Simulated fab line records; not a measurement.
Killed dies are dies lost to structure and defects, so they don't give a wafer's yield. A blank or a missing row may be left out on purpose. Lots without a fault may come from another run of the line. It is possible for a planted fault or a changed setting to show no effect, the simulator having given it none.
fab line records	flow nandHarc
record: lots: 5	wafers: 15	lastDay: 24
route steps=1159 shown A_M0@1014 A_M1@1026 END@1159
lots that met no fault: taken from a fault-free run of the same line
startH: start of the lot's first displayed wafer, in hours after the record's first day	waitH: how many hours have passed since the lot's step before this one	" same as the row above	L1.1+2: a single row standing in for several wafers	- no value, or no start given	* or withheld: withheld	< > ~ a bound
route shown NAME@n: names a module that has steps shown in the file, with the first one's number in the route	usual: mean/standard deviation of fault-free wafers	same: alike in all rows	chamber/n: place in a boat	sites: readings site by site	_std_site: how widely they spread, as a standard deviation	_edge_site: inner sites' mean taken away from outer sites' mean	radiusMm: how far each site lies from the wafer's centre	mask NAME#n: copy n	behind: the last tool/chamber to shape the wafer	hold: why the lot went on hold/how many hours it stayed there/how the hold came to an end	device: whichever transistor did not switch (one of n, p or np)	end of line: tests run on the same wafers once the route is complete	a step given without rows: its recipe and nothing more	killed: count of dies lost to structure and defects at first sort (not the wafer's yield)	map: shows each die of a wafer: x if killed, . if not, _ if none is there
set.NAME: the setting as run; set.NAME@STEP: as run at that earlier step	model.NAME: the simulator's own value behind a step, which no gauge read
lots at selected steps of the route; one table per step, one row per wafer
services: when a tool's chamber went out of use (startH, in hours from the record's first day, below 0 if earlier), for how many hours, and the reason
== steps ==
step: NHARC_A_M0_PRE_CLEAN_29
recipe: timeS: 30	tempC: 280	gas: H2/He
step: NHARC_A_M0_PVD_20
recipe: targetThkA: 50	biasV: 168.6	powerW: 15000	chamberPressurePa: 0.12	timeS: 8.06	substrateTempC: 50	material: TaN
usual: throttleValvePct: 30.0/1.3
lot.wafer	tool	chamber	startH	waitH	throttleValvePct
L736.2	pvdSputter-01	-	-	-	31.4
L736.4	"	-	"	"	28.6
L736.6	"	-	"	"	28.5
L745.3	pvdSputter-01	-	-	-	31.4
L745.2	"	-	"	"	28.7
L745.6	"	-	"	"	31.0
L749.4	pvdSputter-01	-	-	-	28.5
L749.1	"	-	"	"	28.8
L749.6	"	-	"	"	31.2
L750.2	pvdSputter-02	-	-	-	30.0
L750.3	"	-	"	"	28.3
L750.5	"	-	"	"	29.7
L752.4	pvdSputter-01	-	-	-	30.3
L752.2	"	-	"	"	28.5
L752.1	"	-	"	"	28.8
step: NHARC_A_M0_PVD_21
recipe: targetThkA: 300	chamberPressurePa: 5	powerW: 5000	substrateTempC: 30	timeS: 20.49	material: Cu
usual: throttleValvePct: 30.0/1.3
lot.wafer	tool	chamber	startH	waitH	throttleValvePct
L736.2	pvdSputter-01	-	-	-	28.4
L736.4	"	-	"	"	31.4
L736.6	"	-	"	"	30.6
L745.3	pvdSputter-01	-	-	-	31.2
L745.2	"	-	"	"	28.6
L745.6	"	-	"	"	31.2
L749.1	pvdSputter-01	-	-	-	28.6
L749.4	"	-	"	"	31.0
L749.6	"	-	"	"	28.6
L750.2	pvdSputter-02	-	-	-	31.5
L750.3	"	-	"	"	30.1
L750.5	"	-	"	"	30.0
L752.1	pvdSputter-01	-	-	-	31.6
L752.4	"	-	"	"	28.7
L752.2	"	-	"	"	30.1
step: NHARC_A_M0_ECD_22
recipe: targetThkA: 4000	bathTempC: 25	material: Cu
step: NHARC_A_M0_ANNEAL_30
recipe: tempC: 225	timeS: 90
usual: wafer_temp_C_max: 226.2/0.36
lot.wafer	tool	chamber	startH	waitH	wafer_temp_C_max
L736.2	rtpAnneal-02	0	440.29	0.4	225.6
L736.4	"	0	"	"	225.5
L736.6	"	0	"	"	225.2
L745.2	rtpAnneal-01	0	478.06	0.4	226.5
L745.3	"	0	"	"	226.5
L745.6	"	0	"	"	226.4
L749.1	rtpAnneal-01	0	512.55	0.3	226.3
L749.4	"	0	"	"	226.2
L749.6	"	0	"	"	226.9
L750.2	rtpAnneal-01	0	519.63	0.4	226.5
L750.3	"	0	"	"	226.9
L750.5	"	0	"	"	226.3
L752.1	rtpAnneal-01	0	529.66	0.3	226.1
L752.2	"	0	"	"	226.3
L752.4	"	0	"	"	226.2
step: NHARC_A_M0_CMP_23
recipe: tOverpolishS: 20	targetThkNm: 113.75
usual: motorCurrentA: 12.1/1.2	timeToEndpointS: 28.8/2.2
lot.wafer	tool	chamber	startH	waitH	motorCurrentA	timeToEndpointS
L736.4	cmp-04	3	440.61	-	12.0	30.0
L736.2	"	1	"	"	11.3	26.5
L736.6	"	2	"	"	10.9	30.9
L745.3	cmp-03	0	478.40	-	12.9	32.3
L745.2	"	1	"	"	14.4	30.7
L745.6	"	3	"	"	12.1	33.3
L749.4	cmp-04	0	513.21	-	11.6	30.4
L749.1	"	2	"	"	10.4	31.6
L749.6	"	1	"	"	11.3	32.0
L750.3	cmp-01	1	520.24	-	11.2	26.7
L750.2	"	2	"	"	13.4	30.5
L750.5	"	0	"	"	12.1	27.5
L752.2	cmp-03	1	530.04	-	14.6	30.4
L752.1	"	2	"	"	12.4	25.5
L752.4	"	3	"	"	12.0	29.4
step: NHARC_A_M0_THK_MEAS_24
recipe: thkMeasGauge: xrf
usual: thkNm: 113.6/1.3
lot.wafer	tool	chamber	startH	waitH	thkNm
L736.2	filmMetro-02	-	440.90	-	115.2
L736.4	"	-	"	"	111.2
L736.6	"	-	"	"	113.7
L745.2	filmMetro-01	-	478.66	-	112.9
L745.3	"	-	"	"	113.7
L745.6	"	-	"	"	113.6
L749.1	filmMetro-01	-	513.53	-	115.6
L749.4	"	-	"	"	114.3
L749.6	"	-	"	"	114.1
L750.2	filmMetro-01	-	520.50	-	113.3
L750.3	"	-	"	"	113.9
L750.5	"	-	"	"	113.4
L752.1	filmMetro-01	-	530.33	-	113.8
L752.2	"	-	"	"	113.4
L752.4	"	-	"	"	113.8
step: NHARC_A_M0_SRD_25
step: NHARC_A_M0_INSPECT_27
usual: rawDefectCount: 427/110
lot.wafer	tool	chamber	startH	waitH	rawDefectCount
L736.2	defectInspect-02	-	441.06	0.0	353
L736.4	"	-	"	"	410
L736.6	"	-	"	"	390
L745.2	defectInspect-01	-	478.82	0.0	439
L745.3	"	-	"	"	384
L745.6	"	-	"	"	380
L749.1	defectInspect-01	-	513.68	0.0	296
L749.4	"	-	"	"	253
L749.6	"	-	"	"	276
L750.2	defectInspect-02	-	520.66	0.0	312
L750.3	"	-	"	"	448
L750.5	"	-	"	"	304
L752.1	defectInspect-02	-	530.49	0.0	361
L752.2	"	-	"	"	528
L752.4	"	-	"	"	567
step: NHARC_A_M0_PRE_CLEAN_31
recipe: timeS: 12	tempC: 370	rfPowerW: 300	gas: NH3
step: NHARC_A_M0_DEP_32
recipe: targetThkA: 300	tempC: 370	targetThkNm: 30	pressureTorr: 3	flowSccm: 200	rfW: 450	material: SiCN
step: NHARC_A_M1_DEP_00
recipe: targetThkA: 1825	targetThkNm: 182.5	tempC: withheld	pressureTorr: 5	flowSccm: 200	rfW: 600	material: SiOC
lot.wafer	tool	chamber	startH	waitH
L736.2+4+6	pecvd-04	2,0,2	441.87	0.6
L745.3+2+6	pecvd-02	0,2,0	479.98	-
L749.1+6+4	pecvd-04	0,1,2	514.34	-
L750.2+3+5	pecvd-04	1,0,1	521.21	-
L752.1+2+4	pecvd-03	1,2,2	531.06	-
step: NHARC_A_M1_DEHYDRATE_01
recipe: tempC: 150	timeS: 120
step: NHARC_A_M1_HMDS_02
recipe: timeS: 30
step: NHARC_A_M1_COAT_34
recipe: tempC: 200	timeS: 65
step: NHARC_A_M1_COAT_03
recipe: spinRpm: 1500	resistThkNm: 90
step: NHARC_A_M1_SOFTBAKE_04
recipe: tempC: 105	timeS: 55
step: NHARC_A_M1_EBR_05
step: NHARC_A_M1_EXPOSE_06
recipe: na: 1.35	targetCdNm: 120	doseMj: 75.13	maskId: A_M1
step: NHARC_A_M1_PEB_07
recipe: pebTempC: 100	pebTimeS: 65
step: NHARC_A_M1_DEVELOP_08
recipe: developTimeS: 35	devTempC: 23
step: NHARC_A_M1_CD_MEAS_09
recipe: targetCdNm: 120	landingEnergyEv: 500
usual: cdNm: 120.1/0.5
same: landingEnergyEv: 500
lot.wafer	tool	chamber	startH	waitH	cdNm
L736.2	cdSem-02	0	442.62	-	120.5
L736.4	"	0	"	"	120.0
L736.6	"	0	"	"	120.2
L745.2	cdSem-03	0	480.69	-	119.6
L745.3	"	0	"	"	120.2
L745.6	"	0	"	"	119.8
L749.1	cdSem-02	0	515.20	-	120.3
L749.4	"	0	"	"	119.5
L749.6	"	0	"	"	119.8
L750.2	cdSem-01	0	522.06	-	119.7
L750.3	"	0	"	"	119.8
L750.5	"	0	"	"	119.4
L752.1	cdSem-01	0	531.89	-	120.0
L752.2	"	0	"	"	120.3
L752.4	"	0	"	"	120.4
step: NHARC_A_M1_OVL_MEAS_10
recipe: pitchNm: 240
usual: overlayXNm: 0.2/0.82	overlayYNm: -0.3/0.74
lot.wafer	tool	chamber	startH	waitH	overlayXNm	overlayYNm
L736.2	overlay-02	-	442.71	-	1.9	-0.1
L736.4	"	-	"	"	1.6	0.0
L736.6	"	-	"	"	1.6	-0.8
L745.2	overlay-01	-	480.78	-	1.1	-0.2
L745.3	"	-	"	"	0.4	-0.1
L745.6	"	-	"	"	0.5	-0.5
L749.1	overlay-01	-	515.29	-	0.2	0.6
L749.4	"	-	"	"	0.4	1.5
L749.6	"	-	"	"	0.5	0.6
L750.2	overlay-02	-	522.14	-	0.8	-0.6
L750.3	"	-	"	"	1.6	-0.7
L750.5	"	-	"	"	1.7	-1.2
L752.1	overlay-01	-	531.97	-	-0.9	-0.1
L752.2	"	-	"	"	0.3	-0.4
L752.4	"	-	"	"	-0.4	-0.9
step: NHARC_A_M1_INSPECT_11
usual: rawDefectCount: 33/15
lot.wafer	tool	chamber	startH	waitH	rawDefectCount
L736.2	defectInspect-01	-	442.74	0.0	41
L736.4	"	-	"	"	973
L736.6	"	-	"	"	33
L745.2	defectInspect-01	-	480.82	0.0	57
L745.3	"	-	"	"	54
L745.6	"	-	"	"	60
L749.1	defectInspect-02	-	515.33	0.0	44
L749.4	"	-	"	"	56
L749.6	"	-	"	"	56
L750.2	defectInspect-02	-	522.18	0.0	55
L750.3	"	-	"	"	68
L750.5	"	-	"	"	63
L752.1	defectInspect-01	-	532.01	0.0	37
L752.2	"	-	"	"	44
L752.4	"	-	"	"	43
step: NHARC_A_M1_DESCUM_14
recipe: timeS: 3	o2FlowSccm: 200	arFlowSccm: 0	biasPowerW: 0	chemistry: O2
usual: drypumpMotorCurrentA: 5.80/0.3	oesProductAu: 1.002/0.0089	rfVppV: 57.9/0.88	showerheadPlenumPTorr: 1.92/0.082	throttleValvePct: 11.311/0.0095
same: biasPowerW: 0
lot.wafer	tool	chamber	startH	waitH	drypumpMotorCurrentA	oesProductAu	rfHoursCounterH	rfVppV	showerheadPlenumPTorr	throttleValvePct
L736.2	rieDiel-08	3	442.82	0.1	5.79	1.003	9	57.1	1.79	11.319
L736.4	"	0	"	"	5.50	0.984	8	58.0	1.83	11.311
L736.6	"	1	"	"	5.60	1.001	-	58.2	1.96	11.321
L745.2	rieDiel-03	3	480.88	0.1	5.56	1.000	8	58.2	2.03	11.299
L745.3	"	2	"	"	6.00	1.005	7	57.1	1.83	11.313
L745.6	"	3	"	"	5.55	0.994	-	57.3	2.03	11.301
L749.4	rieDiel-03	0	515.39	0.1	5.88	1.007	10	58.9	1.89	11.311
L749.1	"	1	"	"	6.15	0.998	8	57.2	1.97	11.313
L749.6	"	0	"	"	5.87	1.008	-	58.4	1.89	11.311
L750.2	rieDiel-02	3	522.24	0.1	5.92	1.002	0	59.0	1.93	11.313
L750.3	"	1	"	"	6.41	1.003	0	57.4	1.90	11.315
L750.5	"	3	"	"	6.00	0.997	-	56.8	1.93	11.316
L752.4	rieDiel-08	3	532.08	0.1	5.77	1.015	4	58.7	1.79	11.305
L752.1	"	0	"	"	5.50	0.994	4	57.8	1.83	11.312
L752.2	"	1	"	"	5.62	0.998	3	57.0	1.96	11.333
step: NHARC_END_SORT_01
recipe: tempC: 25
usual: defectLimitedYield: 95.1/1.6	killedAtArray: 29/11	killedAtOther: 0.7/1.1	killedAtPeriphery: 2.9/2.2	killedDies: 33/11	killedOpen: 3.1/1.8	killedShort: 1.9/1.4	sort_bin_2_pct: 1.6/0.64	sort_bin_3_pct: 0.26/0.18	sort_bin_4_pct: 3.1/1.1	sortNPass: 644/11	sortRimYieldPct: 95.7/2.8	sortYieldPct: 95.1/1.6
same: grossDies: 677	sort_bin_5_pct[%]: 0	sort_bin_6_pct[%]: 0	sort_bin_7_pct[%]: 0	sort_bin_8_pct[%]: 0	sortRimNGross: 106.00
lot.wafer	tool	chamber	startH	waitH	defectLimitedYield[%]	killedAtArray	killedAtOther	killedAtPeriphery	killedDies	killedOpen	killedShort	sort_bin_2_pct[%]	sort_bin_3_pct[%]	sort_bin_4_pct[%]	sortNPass	sortRimYieldPct[%]	sortYieldPct[%]
L736.2	prober-01	0	479.90	2.8	93.6	40	0	3	43	3	1	1.8	0.15	4.4	634	92.5	93.6
L736.4	prober-01	0	481.53	3.4	87.9	80	0	2	82	3	4	3.8	2.66	5.6	595	84.0	87.9
L736.6	prober-01	0	483.15	4.1	94.8	33	1	1	35	4	2	1.6	0.15	3.4	642	95.3	94.8
killed by level:class
L736.2 A_CHANNEL_HOLE_D1:chamberFilmFlake=18 A_SLIT:chamberFilmFlake=9 A_CONTACT:chamberFilmFlake=7 P_ZERO_WELL:chamberFilmFlake=2 A_WL_FILL:geometricParticle:short=1 A_WL_FILL:geometricParticle:open=1 A_CONTACT:geometricParticle:open=1 A_M0:geometricParticle:open=1
L736.4 A_M1:unspecified=40 A_SLIT:chamberFilmFlake=18 A_CHANNEL_HOLE_D1:chamberFilmFlake=14 A_CONTACT:chamberFilmFlake=2 P_M0:geometricParticle:open=1 A_ONON_D1:geometricParticle:open=1 A_ONON_D1:geometricParticle:short=1 A_CHANNEL_HOLE_D1:geometricParticle:short=1
L736.6 A_CHANNEL_HOLE_D1:chamberFilmFlake=13 A_SLIT:chamberFilmFlake=9 A_CONTACT:chamberFilmFlake=5 A_CONTACT:geometricParticle:open=2 A_SOURCE_PLATE:geometricParticle:short=1 A_SGD_CUT:geometricParticle:open=1 A_CONTACT:geometricParticle:short=1 A_M0:geometricParticle:open=1
map L736.4 (x killed, . not)
____________.____________
_________...x..._________
_______.x..xxx...._______
______....x.......x______
_____........x..xxxx_____
____....x.........xxx____
____........xx....xxx____
___.......x..x.....xxx___
___........xx.....xxxx___
__.......x.......x.xxxx__
__.................xxxx__
_..................xxxxx_
_..x...............xxxxx_
_....................x.x_
_...................x..._
_..................x..x._
...........x.............
.........................
.................x.......
...............x.........
.........................
_..............x........_
_............x..x......._
_...........xx.xx......._
_.x...........xxxx......_
_............xx........._
__.............xx....x.__
__.............x.......__
___...............x...___
___...........x.......___
____.................____
____.................____
_____.x............._____
______.............______
_______..........._______
_________......._________
____________.____________
map L750.3 (x killed, . not)
____________.____________
_________......._________
_______.....x....._______
______....xxx......______
_____....xxxx.x....._____
____......x.x........____
____......xx.x.......____
___.......x.xx........___
___.x......xx.........___
__.....................__
__.........x.x.........__
_...x.x................._
_..........x..........x._
_......x................_
_......................._
_............x.........._
..........xx.............
...............x.........
......................x..
....x....................
............x.....x......
_............x.xx..x...._
_.............x........._
_............xx..x......_
_...........x......xx..._
_............xx........._
__........x..xx........__
__..........x..x......x__
___.........x..x......___
___.............x.....___
____.................____
____.................____
_____........x......_____
______.........x...______
_______.x.....x..._______
_________......x_________
____________.____________
== services ==
tool	chamber	startH	hours	kind
cmp-04	-	434.67	1.1	repair
cmp-01	-	435.22	48.5	repair
pecvd-03	0	440.29	4.2	repair
pecvd-02	-	442.43	0.7	repair
rieDiel-03	1	447.63	4.7	repair
pecvd-04	2	450.28	15.4	repair
pecvd-02	0	455.95	11.6	repair
cmp-03	-	455.98	4.0	pm
pvdSputter-01	-	458.60	0.9	repair
rieDiel-02	0	462.37	1.8	repair
rieDiel-08	0	464.12	8.6	repair
pecvd-03	-	473.42	13.0	pm
rieDiel-08	0	475.52	3.8	repair
rieDiel-08	-	478.80	9.0	pm
pvdSputter-01	-	483.70	3.6	repair
rieDiel-03	3	484.17	7.4	repair
cmp-04	-	497.04	4.0	pm
pecvd-02	-	497.13	0.3	repair
rieDiel-03	1	502.32	11.1	repair
rieDiel-02	-	504.72	9.0	pm
pecvd-03	0	508.13	4.5	repair
pecvd-03	-	510.43	0.7	repair
pvdSputter-01	-	514.03	10.0	pm
pecvd-04	2	517.17	9.1	repair
== key ==
firstSign: step: NHARC_A_M1_INSPECT_11	reading: rawDefectCount	direction: up	sigmas: 65	usual: 33	struck: 973
effect: step: NHARC_END_SORT_01	reading: killedAtArray	direction: up	sigmas: 4.5	usual: 29	struck: 80
moreKillsBornAt: NHARC_A_M1_DEP_00@pecvd-04: 40
metAt NHARC_A_M1_DEP_00
struckWafers L736.4
fault: kind: chamberParticleSource	tool: pecvd-04	chamber: 0	onsetH: 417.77	steps: NHARC_A_M1_DEP_00	ratePerVisitCm2: 1.4004	endH: 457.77
